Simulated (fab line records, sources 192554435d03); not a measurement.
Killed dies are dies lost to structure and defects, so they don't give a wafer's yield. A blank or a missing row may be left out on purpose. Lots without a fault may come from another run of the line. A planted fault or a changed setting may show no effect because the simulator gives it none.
fab line records | flow n5_finfet
record lots=11 wafers=33 last_day=17
route steps=1938 shown BEOL_M0@736 BEOL_M1@753 BEOL_M4@1111 PASSIVATION@1936
lots that met no fault: from a run of the same line without faults
start_h: hours from the record's first day to the start of the lot's first wafer shown | wait_h: hours since the lot's step before | " the same as in the row above | L1.1+2: a row that stands for several wafers | - no value, or no start given | * or withheld: withheld | < > ~ a bound
route shown NAME@n: a module of which the file shows steps, and the number in the route of the first | usual: mean/standard deviation of fault-free wafers | same: alike in all rows | chamber/n: place in a boat | sites: the reading at each site | _std_site: their standard deviation | _edge_site: outer sites' mean less inner sites' | radius_mm: how far each site lies from the wafer's centre | mask NAME#n: copy n | behind: the tool/chamber that last shaped the wafer | hold: why the lot was held/for how many hours/how that ended | device: the transistor (n, p or np) that didn't switch | end of line: the same wafers' tests at the end of the route | a step without rows: its recipe alone | killed: dies lost to structure and defects at the first sort, not the wafer's yield | map: a wafer's dies, x killed, . not, _ none there
set.NAME: the setting as run; set.NAME@STEP: as run at that earlier step | model.NAME: the simulator's own value behind a step, which no gauge read
steps of the route over a sample of lots; a table a step, a row a wafer
services: from which hour (start_h, from the record's first day; less than 0 if before it) a tool's chamber was out of use, for how many hours, and why
## steps
# step N5_BEOL_M0_SPUTTER_132
# recipe material=Cu target_thk_a=40 temp_c=-20 chamber_pressure_pa=0.07 power_w=withheld time_s=7.37
# usual substrate_temp_c=-20.00/0.12 throttle_valve_pct=29.6/0.97
# columns lot.wafer tool chamber start_h wait_h substrate_temp_c throttle_valve_pct
L907.2 pvd_sputter-01 - 143.65 0.0 -20.13 30.1
L907.3 " - " " -19.88 28.6
L907.5 " - " " -19.87 28.6
L908.1 pvd_sputter-02 - 147.50 0.0 -20.10 28.8
L908.2 " - " " -20.18 29.0
L908.6 " - " " -19.98 29.2
L909.1 pvd_sputter-02 - 153.94 0.0 -20.22 29.2
L909.2 " - " " -20.24 31.0
L909.4 " - " " -20.15 29.8
L910.2 pvd_sputter-03 - 160.40 0.0 -19.92 27.4
L910.3 " - " " -20.04 29.7
L910.6 " - " " -19.93 29.4
L912.1 pvd_sputter-03 - 171.30 0.0 -20.22 29.6
L912.2 " - " " -20.05 27.7
L912.5 " - " " -20.19 29.6
L913.2 pvd_sputter-01 - 178.51 0.0 -20.16 30.3
L913.4 " - " " -20.10 28.5
L913.5 " - " " -20.12 30.2
L914.1 pvd_sputter-01 - 192.33 0.0 -20.14 30.1
L914.3 " - " " -20.08 30.6
L914.5 " - " " -20.04 28.8
L917.1 pvd_sputter-03 - 204.06 0.0 -19.92 29.8
L917.3 " - " " -19.91 29.7
L917.6 " - " " -19.78 27.6
L918.3 pvd_sputter-03 - 211.09 0.0 -20.06 30.7
L918.4 " - " " -19.90 29.6
L918.6 " - " " -19.89 27.7
L920.2 pvd_sputter-02 - 219.63 0.0 -19.99 31.3
L920.3 " - " " -20.25 29.0
L920.5 " - " " -20.05 29.7
L926.2 pvd_sputter-03 - 256.47 0.0 -20.04 29.7
L926.3 " - " " -20.13 30.5
L926.4 " - " " -20.16 27.5
# step N5_BEOL_M1_PECVD_72
# recipe material=SiO2 target_thk_a=160 temp_c=400 precursor=TEOS/O2 pressure_torr=5.5 rf_w=450 teos_flow_sccm=53.8 gas=O2 flow_sccm=3000 time_s=18
# usual heater_power_w=718/98 showerhead_plenum_p_Torr=8.78/0.064 throttle_valve_pct=23.2/1.5
# columns lot.wafer tool chamber start_h wait_h heater_power_w showerhead_plenum_p_Torr throttle_valve_pct
L907.2 pecvd-02 0 145.11 0.0 832 8.73 24.4
L907.3 " 1 " " 729 8.77 23.1
L907.5 " 2 " " 851 8.73 21.6
L908.1 pecvd-02 1 148.98 0.0 647 8.78 23.2
L908.2 " 2 " " 835 8.71 21.6
L908.6 " 1 " " 646 8.79 22.6
L909.1 pecvd-01 2 156.37 0.0 658 8.78 23.0
L909.2 " 0 " " 575 8.70 21.8
L909.4 " 2 " " 636 8.79 23.3
L910.2 pecvd-03 0 162.06 0.0 716 8.83 22.6
L910.3 " 0 " " 722 8.85 22.9
L910.6 " 0 " " 717 8.85 22.5
L912.1 pecvd-02 0 172.80 0.0 728 8.76 24.5
L912.2 " 1 " " 749 8.77 23.0
L912.5 " 0 " " 720 8.76 24.4
L913.2 pecvd-02 2 180.48 0.0 795 8.72 21.9
L913.4 " 2 " " 800 8.73 21.9
L913.5 " 1 " " 764 8.80 22.8
L914.1 pecvd-02 1 193.80 0.0 752 8.79 23.1
L914.3 " 2 " " 768 8.73 21.9
L914.5 " 2 " " 785 8.72 21.9
L917.1 pecvd-02 1 205.54 0.0 756 8.80 23.0
L917.3 " 0 " " 845 8.74 24.4
L917.6 " 1 " " 753 8.78 22.8
L918.3 pecvd-03 1 212.56 0.0 602 8.79 23.7
L918.4 " 0 " " 726 8.82 22.9
L918.6 " 2 " " 602 8.83 21.6
L920.2 pecvd-01 0 221.43 0.0 583 8.68 22.0
L920.3 " 0 " " 576 8.68 22.0
L920.5 " 0 " " 572 8.69 21.7
L926.2 pecvd-02 2 258.60 0.0 877 8.72 21.9
L926.3 " 0 " " 778 8.74 24.1
L926.4 " 1 " " 742 8.78 22.6
# step N5_BEOL_M1_HM_DEP_02
# recipe material=TiN target_thk_a=200 temp_c=25 chamber_pressure_pa=0.49996
# usual substrate_temp_c=25.00/0.1 throttle_valve_pct=29.5/1
# columns lot.wafer tool chamber start_h wait_h substrate_temp_c throttle_valve_pct
L907.2 pvd_sputter-03 - 145.66 0.5 25.07 27.5
L907.3 " - " " 25.13 29.6
L907.5 " - " " 25.03 30.2
L908.1 pvd_sputter-03 - 150.46 1.5 24.96 29.6
L908.2 " - " " 25.05 30.6
L908.6 " - " " 24.96 29.8
L909.1 pvd_sputter-03 - 156.66 0.3 24.99 30.6
L909.2 " - " " 25.02 30.0
L909.4 " - " " 25.06 29.6
L910.2 pvd_sputter-03 - 163.67 1.6 25.08 30.3
L910.3 " - " " 25.02 29.5
L910.6 " - " " 24.93 27.9
L912.1 pvd_sputter-03 - 176.51 3.7 25.05 27.5
L912.2 " - " " 25.04 30.5
L912.5 " - " " 25.02 29.9
L913.2 pvd_sputter-02 - 182.61 2.1 24.96 29.7
L913.4 " - " " 25.14 31.1
L913.5 " - " " 24.86 29.6
L914.1 pvd_sputter-01 - 193.86 0.0 24.93 28.4
L914.3 " - " " 25.07 30.3
L914.5 " - " " 24.95 28.7
L917.1 pvd_sputter-03 - 206.86 1.3 24.97 30.7
L917.3 " - " " 25.10 27.6
L917.6 " - " " 25.17 29.6
L918.3 pvd_sputter-03 - 213.01 0.4 24.85 29.7
L918.4 " - " " 24.89 29.6
L918.6 " - " " 24.97 29.4
L920.2 pvd_sputter-02 - 222.73 1.3 25.00 31.1
L920.3 " - " " 25.12 29.7
L920.5 " - " " 25.05 29.1
L926.2 pvd_sputter-03 - 259.70 1.1 25.04 27.5
L926.3 " - " " 25.02 30.0
L926.4 " - " " 25.09 30.5
# step N5_BEOL_M1_COAT_73
# recipe resist=underlayer temp_c=205 time_s=60 spin_rpm=1500 resist_thk_nm=5
# usual exhaust_pa=45.1/0.87 heater_power_total_W=391.8/1.4 plate_temp_C=204.97/0.15
# columns lot.wafer tool chamber start_h wait_h exhaust_pa heater_power_total_W plate_temp_C
L907.2 litho_track-02 0 145.79 - 44.4 390.2 205.13
L907.3 " 0 " " 44.5 389.9 205.02
L907.5 " 0 " " 45.1 392.7 205.11
L908.1 litho_track-05 0 150.59 - 44.9 390.4 205.02
L908.2 " 0 " " 44.8 389.7 205.11
L908.6 " 0 " " 45.5 390.0 205.05
L909.1 litho_track-05 0 156.80 - 43.7 390.2 204.95
L909.2 " 0 " " 42.8 391.3 204.98
L909.4 " 0 " " 45.2 390.2 204.90
L910.2 litho_track-02 0 163.80 - 45.7 390.7 204.86
L910.3 " 0 " " 45.3 393.4 204.93
L910.6 " 0 " " 46.0 390.6 205.11
L912.1 litho_track-02 0 176.64 - 44.6 403.2 209.41
L912.2 " 0 " " 45.6 404.3 209.46
L912.5 " 0 " " 44.9 399.8 209.44
L913.2 litho_track-02 0 182.74 - 43.5 402.8 209.28
L913.4 " 0 " " 44.1 403.4 209.57
L913.5 " 0 " " 44.6 400.3 209.10
L914.1 litho_track-02 0 193.99 - 44.6 403.8 209.55
L914.3 " 0 " " 44.1 400.4 209.45
L914.5 " 0 " " 45.1 400.5 209.51
L917.1 litho_track-05 0 206.99 - 44.8 391.3 204.98
L917.3 " 0 " " 43.8 392.8 205.10
L917.6 " 0 " " 44.1 389.5 205.01
L918.3 litho_track-03 0 213.14 - 45.2 390.7 205.18
L918.4 " 0 " " 44.6 391.8 205.05
L918.6 " 0 " " 45.1 390.3 205.05
L920.2 litho_track-03 0 222.86 - 44.6 392.8 205.13
L920.3 " 0 " " 46.1 393.7 204.88
L920.5 " 0 " " 44.9 390.0 205.14
L926.2 litho_track-03 0 259.83 - 45.1 393.1 204.90
L926.3 " 0 " " 44.2 390.9 205.13
L926.4 " 0 " " 45.6 391.4 205.12
# step N5_BEOL_M4_RC_MEAS_101
# usual DIBL_N=36.7/2.4 DIBL_P=37.4/2.9 IOFF_N=0.18/0.05 IOFF_P=0.23/0.058 ION_N=683/16 ION_P=467/11 SS_N=71.7/0.77 SS_P=73.5/0.87 VT_N=249/4.3 VT_P=-250/4.4
# columns lot.wafer tool chamber start_h wait_h DIBL_N[mV/V] DIBL_P[mV/V] IOFF_N[nA/um] IOFF_P[nA/um] ION_N[uA/um] ION_P[uA/um] SS_N[mV/dec] SS_P[mV/dec] VT_N[mV] VT_P[mV]
L907.2 prober-01 0 190.50 0.2 37.9 36.9 0.17 0.20 657 450 72.0 73.5 251 -251
L907.3 " 0 " " 33.1 32.0 0.11 0.14 679 458 71.3 71.7 252 -257
L907.5 " 0 " " 34.5 32.7 0.12 0.14 660 447 70.7 72.0 257 -256
L908.1 prober-01 0 195.96 0.0 36.8 38.4 0.15 0.23 665 467 71.2 74.1 253 -250
L908.2 " 0 " " 39.4 42.4 0.25 0.32 709 489 73.4 74.4 245 -246
L908.6 " 0 " " 35.4 37.2 0.14 0.21 668 464 71.2 74.1 254 -254
L909.1 prober-01 0 201.04 0.0 36.1 36.6 0.17 0.26 687 481 71.3 73.1 246 -246
L909.2 " 0 " " 37.2 36.7 0.17 0.24 664 454 72.0 73.6 249 -246
L909.4 " 0 " " 36.5 36.5 0.17 0.24 688 474 71.9 73.3 249 -248
L910.2 prober-02 0 202.94 0.2 32.5 34.2 0.14 0.19 686 485 69.9 72.6 249 -249
L910.3 " 0 " " 34.6 35.3 0.14 0.19 671 463 71.3 73.1 252 -250
L910.6 " 0 " " 34.8 36.9 0.16 0.23 694 486 70.7 73.0 247 -247
L912.1 prober-01 0 216.10 0.0 38.4 38.5 0.19 0.28 692 482 72.2 74.2 249 -246
L912.2 " 0 " " 38.5 38.8 0.21 0.29 703 484 72.1 73.7 245 -246
L912.5 " 0 " " 37.4 36.5 0.18 0.26 680 470 72.1 73.5 245 -246
L913.2 prober-01 0 224.37 0.2 41.1 42.0 0.25 0.24 699 458 73.2 74.5 246 -251
L913.4 " 0 " " 33.5 33.5 0.11 0.13 681 466 70.7 72.6 253 -259
L913.5 " 0 " " 36.9 37.0 0.16 0.17 680 450 72.0 73.5 250 -256
L914.1 prober-01 0 227.73 0.0 37.4 38.8 0.19 0.24 682 463 72.1 73.5 248 -250
L914.3 " 0 " " 36.5 35.5 0.15 0.18 667 448 71.5 71.9 251 -253
L914.5 " 0 " " 38.0 38.7 0.19 0.24 697 475 72.1 73.1 245 -249
L917.1 prober-02 0 251.41 0.0 40.2 40.8 0.23 0.29 690 473 73.1 74.3 243 -246
L917.3 " 0 " " 36.4 36.5 0.16 0.22 691 476 71.3 72.9 247 -249
L917.6 " 0 " " 40.9 42.7 0.29 0.33 711 480 72.8 74.5 238 -242
L918.3 prober-01 0 251.78 0.3 35.1 35.5 0.17 0.21 667 459 71.8 73.4 250 -249
L918.4 " 0 " " 35.5 35.2 0.16 0.20 662 451 71.6 72.3 251 -251
L918.6 " 0 " " 36.0 37.2 0.18 0.22 672 461 72.4 73.4 250 -250
L920.2 prober-02 0 260.05 0.2 34.8 37.0 0.14 0.21 662 461 71.4 73.7 254 -249
L920.3 " 0 " " 32.5 34.5 0.11 0.17 665 463 70.2 72.6 258 -253
L920.5 " 0 " " 34.2 36.5 0.13 0.19 658 460 70.7 73.0 255 -252
L926.2 prober-02 0 300.90 0.2 36.6 38.0 0.18 0.20 698 473 71.7 73.0 247 -252
L926.3 " 0 " " 37.9 38.7 0.18 0.21 673 456 71.9 73.6 249 -252
L926.4 " 0 " " 37.5 39.5 0.22 0.24 697 466 72.2 73.6 243 -249
# step N5_PASSIVATION_PROBE_49
# usual defect_limited_yield=91.4/1.6 killed_at_M0_to_M3=31/11 killed_at_M4_up=14/5.7 killed_at_contacts=12/6 killed_at_front_end=41/13 killed_at_other=3.3/2.8 killed_dies=101/19 killed_open=67/14 killed_short=33/8.2 sort_bin_4_leakage=0.0/0.37 sort_bin_5_function=5.0/1.1 sort_bin_6_memory=3.3/0.74 sort_n_pass=1078/20 sort_yield_pct=91.3/1.7
# same gross_dies=1180 killed_at_back_side=0 sort_bin_8_speed[%]=0
# columns lot.wafer tool chamber start_h wait_h defect_limited_yield[%] killed_at_M0_to_M3 killed_at_M4_up killed_at_contacts killed_at_front_end killed_at_other killed_dies killed_open killed_short sort_bin_4_leakage[%] sort_bin_5_function[%] sort_bin_6_memory[%] sort_n_pass sort_yield_pct[%]
L918.3 prober-01 - 364.70 0.1 91.8 34 11 5 44 3 97 62 34 0 4.7 3.4 1083 91.8
L918.4 prober-01 - 364.75 0.2 94.1 15 11 4 38 2 70 49 19 0 2.8 3.1 1110 94.1
L918.6 prober-01 - 364.85 0.3 94.1 15 10 10 35 0 70 56 14 0 3.7 2.1 1110 94.1
# killed by level:class
L918.3 BEOL_M3:geometric_particle:open=17 STI_FIN_REVEAL:geometric_particle:open=12 FIN_SAQP:geometric_particle:short=9 BEOL_M2:geometric_particle:open=6 FIN_SAQP:geometric_particle:open=5 BEOL_M4:geometric_particle:open=4 STARTING-WAFER:geometric_particle:open=4 DUMMY_GATE:geometric_particle:open=3
L918.4 FIN_SAQP:geometric_particle:open=9 DUMMY_GATE:geometric_particle:open=6 ILD0:geometric_particle:short=5 STARTING-WAFER:geometric_particle:open=4 FIN_SAQP:geometric_particle:short=3 ILD0:geometric_particle:open=3 MOL_CONTACT_COAG:geometric_particle:open=3 BEOL_M0_SAQP:geometric_particle:open=3
L918.6 MOL_CONTACT_COAG:geometric_particle:open=9 FIN_SAQP:geometric_particle:open=7 STI_FIN_REVEAL:geometric_particle:open=6 BEOL_M2:geometric_particle:open=5 BEOL_M3:geometric_particle:open=5 GATE_CUT:geometric_particle:short=4 FIN_CUT:geometric_particle:open=4 DUMMY_GATE:geometric_particle:open=4
## services
# columns tool chamber start_h hours kind
pecvd-02 - 130.66 0.8 repair
pecvd-01 0 148.23 5.5 scheduled_down
pecvd-02 1 160.51 5.0 scheduled_down
pecvd-03 - 164.72 2.6 repair
pecvd-03 0 172.87 5.5 scheduled_down
pecvd-01 2 193.53 5.5 scheduled_down
pecvd-01 2 202.38 - clean
pecvd-01 2 202.38 - consumable_replace:showerhead
pecvd-01 2 202.38 29.0 scheduled_down
pecvd-01 2 202.38 29.0 vent_cycle
pecvd-02 - 212.28 0.4 repair
pecvd-02 0 214.62 2.1 scheduled_down
litho_track-02 - 233.31 - consumable_replace:filter
pecvd-02 2 241.55 5.5 scheduled_down
pecvd-02 - 245.19 5.5 pm
pecvd-02 2 255.88 2.1 scheduled_down
## key
first_sign step=N5_BEOL_M1_COAT_73 reading=plate_temp_C direction=up sigmas=30 usual=* struck=*
effect step=N5_BEOL_M1_COAT_73 reading=heater_power_total_W direction=up sigmas=7.6 usual=* struck=*
met_at N5_BEOL_M1_COAT_73
struck_lots L912,L913,L914
rows_end L912.1,L912.2,L912.5,L913.2,L913.4,L913.5
not_acting_at N5_BEOL_M0_SPUTTER_132,N5_BEOL_M1_PECVD_72,N5_BEOL_M1_HM_DEP_02
onset_between 163.80 176.64
fault kind=process_parameter_drift tool=litho_track-02 chamber=- onset_h=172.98 steps=N5_BEOL_M1_COAT_73 channel=temp_c offset=* shape=step acts_in=* stated=*
# rows_end: these wafers met a further fault down the route, and their rows from its step on are left out
